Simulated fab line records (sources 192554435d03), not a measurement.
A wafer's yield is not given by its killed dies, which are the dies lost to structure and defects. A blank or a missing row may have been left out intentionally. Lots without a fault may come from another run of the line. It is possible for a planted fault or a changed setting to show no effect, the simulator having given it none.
Split-lot trial    flow n5_finfet    on a route of 1938 steps: 7 lots, 39 wafers read

== ON THE SPLIT ==
At N5_BEOL_M8_TRENCH_ETCH_37 (etches SiCOH lowk in C4F6/O2, target depth 93.478 nm, time 31.2 s), the setting time_s was moved away from the recipe's 31.2 s on 18 of the 39 wafers read, by -46.4% to +49.1%. This setting was run at the recipe's value on the other wafers.

== FROM THE SPLIT TO THE READING: what the file shows between them, 8 steps ==
- N5_BEOL_M8_ETCH_41: etches SiCN in CH3F/O2, target depth 31.9 nm, time 57.8 s
- N5_BEOL_M8_STRIP_80: strips in N2/H2, time 10 s
- N5_BEOL_M8_OCD_MEAS_38
- N5_BEOL_M8_HM_STRIP_39: strips TiN in peroxide tin strip, target depth 25 nm, time 158 s
- N5_BEOL_M8_SRD_40: time 30 s
- N5_BEOL_M8_ECD_50: material Cu, target thk 300 nm
- N5_BEOL_M8_ANNEAL_51: time 90 s
- N5_BEOL_M8_CMP_52: polishes, stops on SiCOH lowk, t overpolish 6.9 s, target thk 80 nm

== THE READING ==
M8_THK, in nm, at N5_BEOL_M8_THK_MEAS_53 (measures by xrf). Fault-free wafers of this fab line usually give 79.4 nm, standard deviation 1.9 nm.

wafer   tool, chamber at the split  time_s as run, s  against the recipe  M8_THK, nm  against lot-mates on the recipe
L074.1  rie_diel-02, 1              39.59             +26.9%              105.7       +26.5
L074.2  rie_diel-02, 3              31.2              recipe              79.4        -
L074.3  rie_diel-02, 2              31.2              recipe              77.0        -
L074.4  rie_diel-02, 0              31.2              recipe              81.3        -
L074.5  rie_diel-02, 1              39.59             +26.9%              105.3       +26.1
L074.6  rie_diel-02, 0              39.59             +26.9%              106.6       +27.4
L080.1  rie_diel-02, 2              31.2              recipe              76.9        -
L080.2  rie_diel-02, 0              31.2              recipe              81.1        -
L080.3  rie_diel-02, 1              31.2              recipe              79.7        -
L080.4  rie_diel-02, 3              22.9              -26.6%              55.2        -24.0
L080.5  rie_diel-02, 0              22.9              -26.6%              56.4        -22.8
L080.6  rie_diel-02, 1              22.9              -26.6%              55.6        -23.6
L085.2  rie_diel-02, 0              31.2              recipe              80.0        -
L085.3  rie_diel-02, 2              31.2              recipe              76.0        -
L085.4  rie_diel-02, 3              31.2              recipe              79.9        -
L087.1  rie_diel-02, 0              19.89             -36.2%              45.5        -33.4
L087.2  rie_diel-02, 3              31.2              recipe              79.3        -
L087.3  rie_diel-02, 1              31.2              recipe              77.6        -
L087.4  rie_diel-02, 2              19.89             -36.2%              43.7        -35.2
L087.5  rie_diel-02, 3              19.89             -36.2%              45.9        -33.0
L087.6  rie_diel-02, 0              31.2              recipe              79.7        -
L090.1  rie_diel-02, 1              46.53             +49.1%              124.5       +45.6
L090.2  rie_diel-02, 2              31.2              recipe              76.9        -
L090.3  rie_diel-02, 0              31.2              recipe              79.5        -
L090.4  rie_diel-02, 3              31.2              recipe              80.3        -
L090.5  rie_diel-02, 3              46.53             +49.1%              125.3       +46.4
L090.6  rie_diel-02, 2              46.53             +49.1%              121.4       +42.5
L095.1  rie_diel-02, 0              16.73             -46.4%              35.6        -41.6
L095.2  rie_diel-02, 2              31.2              recipe              75.6        -
L095.3  rie_diel-02, 1              31.2              recipe              77.9        -
L095.4  rie_diel-02, 3              31.2              recipe              78.1        -
L095.5  rie_diel-02, 2              16.73             -46.4%              35.0        -42.2
L095.6  rie_diel-02, 3              16.73             -46.4%              36.5        -40.7
L096.1  rie_diel-02, 0              38.96             +24.9%              103.9       +25.7
L096.2  rie_diel-02, 2              31.2              recipe              77.6        -
L096.3  rie_diel-02, 3              31.2              recipe              79.1        -
L096.4  rie_diel-02, 1              38.96             +24.9%              101.8       +23.6
L096.5  rie_diel-02, 2              31.2              recipe              78.0        -
L096.6  rie_diel-02, 3              38.96             +24.9%              103.5       +25.3

THE FIT
A straight line over all 39 wafers: M8_THK changes by +0.93 nm for each +1% of time_s; r = +1.00; the points scatter about the line by 1.6 nm.
The same after taking each lot's own level away (the mean of its wafers on the recipe; 39 wafers): +0.923 nm for each +1%; r = +1.00; scatter 1.5 nm.
Per that fit: largest time_s move, reading shift of 45 nm.
The lots' own levels span 77.20 to 79.23 nm, that is 1.1 times the standard deviation above.
Consequently the slope shifts little with the lot-to-lot level, the two slopes agreeing.
Check: +45.8 nm against its lot-mates is what the line predicts for one of the wafers moved furthest among these (+49.1%) when that wafer is left out of the fit. Against them it came out at +45.6 nm.

== THE WHOLE CHAIN: every reading that the file lists as answering this split, in the file's order ==
step                       what it does                                                         reading                                                                           change (the file's fit)                                                               r (the file's)
N5_BEOL_M8_TRENCH_ETCH_37  etches SiCOH lowk in C4F6/O2, target depth 93.478 nm, time 31.2 s    etch.depth_nm (the simulator's own value, which no gauge read)                    +0.931 nm for each +1% of the setting                                                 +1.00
N5_BEOL_M8_TRENCH_ETCH_37  etches SiCOH lowk in C4F6/O2, target depth 93.478 nm, time 31.2 s    BEOL_M8.feature_depth_nm (the simulator's own value, which no gauge read)         +0.93 nm for each +1% of the setting                                                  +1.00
N5_BEOL_M8_TRENCH_ETCH_37  etches SiCOH lowk in C4F6/O2, target depth 93.478 nm, time 31.2 s    TiN_of_BEOL_M8_HM_DEP_02.thk_nm (the simulator's own value, which no gauge read)  -0.0259 nm for each +1% of the setting                                                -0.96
N5_BEOL_M8_OCD_MEAS_38                                                                          trench_depth_nm                                                                   +0.93 nm for each +1% of the setting                                                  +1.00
N5_BEOL_M8_CMP_52          polishes, stops on SiCOH lowk, t overpolish 6.9 s, target thk 80 nm  Cu_of_BEOL_M8_ECD_50.thk_nm (the simulator's own value, which no gauge read)      +0.931 nm for each +1% of the setting                                                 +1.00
N5_BEOL_M8_THK_MEAS_53     measures by xrf                                                      M8_THK                                                                            +0.922 for each +1% of the setting                                                    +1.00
N5_BEOL_M8_RS_MEAS_57      measures by four-point-probe                                         M8_RS                                                                             not straight: 0.775 at the lowest setting, 0.288 at the recipe, 0.173 at the highest  not given

== FILE'S OWN FIT ==
M8_THK changes by +0.922 nm for each +1% of time_s, r = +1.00.
